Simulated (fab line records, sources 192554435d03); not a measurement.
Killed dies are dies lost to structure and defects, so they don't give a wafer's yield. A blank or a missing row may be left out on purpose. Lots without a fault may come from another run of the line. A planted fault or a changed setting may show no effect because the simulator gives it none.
One fault seen from 3 desks | flow n5_finfet | each desk has only its own numbers; what lay behind them comes last

THE TOOL OWNER'S DESK: krf_scanner-01
The tool's own readings at N5_BEOL_M15_EXPOSE_25 (exposes mask M15, target cd 400 nm): means of the sampled wafers that have a number, for each lot that ran on this tool. A lot is out of limits, marked OUT, if its mean lies more than 4 standard deviations from the usual mean; the brackets give that distance.
Columns: A = stage_vel_mm_s at N5_BEOL_M15_EXPOSE_25, usual 500.04 mm/s
lot  | first seen here | A
L106 | day 12 06:31    | 499.69
L107 | day 12 09:53    | 500.14
L110 | day 12 22:28    | 500.26
L114 | day 14 00:54    | 500.01
L117 | day 14 12:29    | 500.16
L120 | day 14 20:38    | 499.83
L116 | day 15 02:43    | 499.88
This desk's finding: nothing out of limits on any of the 7 lots.

THE DEFECT DESK
What the inspections along the route counted, lot by lot: means of the sampled wafers that have a number. A lot is out of limits, marked OUT, if its mean lies more than 4 standard deviations from the usual mean; the brackets give that distance.
Columns: A = raw_defect_count at N5_BEOL_M15_INSPECT_12, usual 2.3
lot  | first seen here | A
L106 | day 12 05:16    | 1.5
L107 | day 12 08:12    | 2.5
L108 | day 12 17:13    | 1.0
L110 | day 12 21:06    | 1.5
L113 | day 13 13:56    | 4.0
L114 | day 13 23:18    | 2.0
L117 | day 14 10:43    | 1.7
L120 | day 14 19:23    | 3.7
L116 | day 15 01:28    | 3.5
L127 | day 17 17:31    | 2.7
L129 | day 17 23:34    | 1.0
This desk's finding: nothing out of limits on any of the 11 lots.

THE METROLOGY DESK
What the gauges read, lot by lot, whatever tool the lot ran on: means of the sampled wafers that have a number. A lot is out of limits, marked OUT, if its mean lies more than 4 standard deviations from the usual mean; the brackets give that distance. Of its 11 readings 7 are shown: the one that was out of limits first, and those that lie furthest out on some lot.
Columns: A = DIBL_N at N5_BEOL_M4_RC_MEAS_101, usual 35.3 mV/V; B = DIBL_P at N5_BEOL_M4_RC_MEAS_101, usual 35 mV/V; C = IOFF_P at N5_BEOL_M4_RC_MEAS_101, usual 0.20 nA/um; D = ION_P at N5_BEOL_M4_RC_MEAS_101, usual 462 uA/um; E = SS_N at N5_BEOL_M4_RC_MEAS_101, usual 71.2 mV/dec; F = VT_P at N5_BEOL_M4_RC_MEAS_101, usual -251 mV; G = cd_nm at N5_BEOL_M15_CD_MEAS_28, usual 408.8 nm
lot  | first seen here | A    | B  | C    | D   | E    | F    | G
L106 | day 8 12:38     | 32.9 | 32 | 0.17 | 462 | 70.8 | -250 | 409.9
L107 | day 8 18:04     | 37.2 | 38 | 0.21 | 462 | 72.4 | -254 | 406.6
L108 | day 9 03:12     | 38.7 | 39 | 0.24 | 470 | 71.8 | -249 | 408.3
L110 | day 9 09:36     | 35.2 | 36 | 0.22 | 474 | 71.8 | -249 | 406.9
L113 | day 10 03:44    | 35.8 | 36 | 0.21 | 469 | 71.2 | -250 | 410.3
L114 | day 10 08:30    | 37.0 | 37 | 0.21 | 464 | 71.7 | -252 | 412.1
L117 | day 10 21:34    | 34.2 | 34 | 0.15 | 456 | 71.2 | -257 | 408.7
L116 | day 11 02:15    | 37.8 | 38 | 0.24 | 459 | 72.0 | -246 | 502.8 (+41) OUT
L120 | day 11 05:06    | 31.0 | 31 | 0.18 | 464 | 70.2 | -246 | 469.7 (+26) OUT
L127 | day 14 00:22    | 33.3 | 30 | 0.12 | 447 | 70.0 | -260 | 406.1
L129 | day 14 06:27    | 35.8 | 34 | 0.16 | 448 | 71.7 | -257 | 406.3
This desk's finding: out of limits on L116, L120; first on L120, day 14 20:48 (cd_nm at N5_BEOL_M15_CD_MEAS_28). In limits: L106, L107, L108, L110, L113, L114, L117, L127, L129.

PUT TOGETHER
The metrology desk could have raised an alarm at day 14 20:48, on L116, L120.
The tool owner's desk saw nothing out of limits.
The defect desk saw nothing out of limits.
The tool owner's desk has L116, L120 on record, within its limits.
The defect desk has L116, L120 on record, within its limits.
Of the lots named, all ran N5_BEOL_M15_EXPOSE_25 on krf_scanner-01.

WHAT THE SIMULATOR HAD PUT IN
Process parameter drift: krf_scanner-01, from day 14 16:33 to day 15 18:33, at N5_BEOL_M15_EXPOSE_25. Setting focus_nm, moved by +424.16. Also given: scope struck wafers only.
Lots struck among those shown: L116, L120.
Hours from the fault's start to each desk's first reading out of limits: the metrology desk, 4.
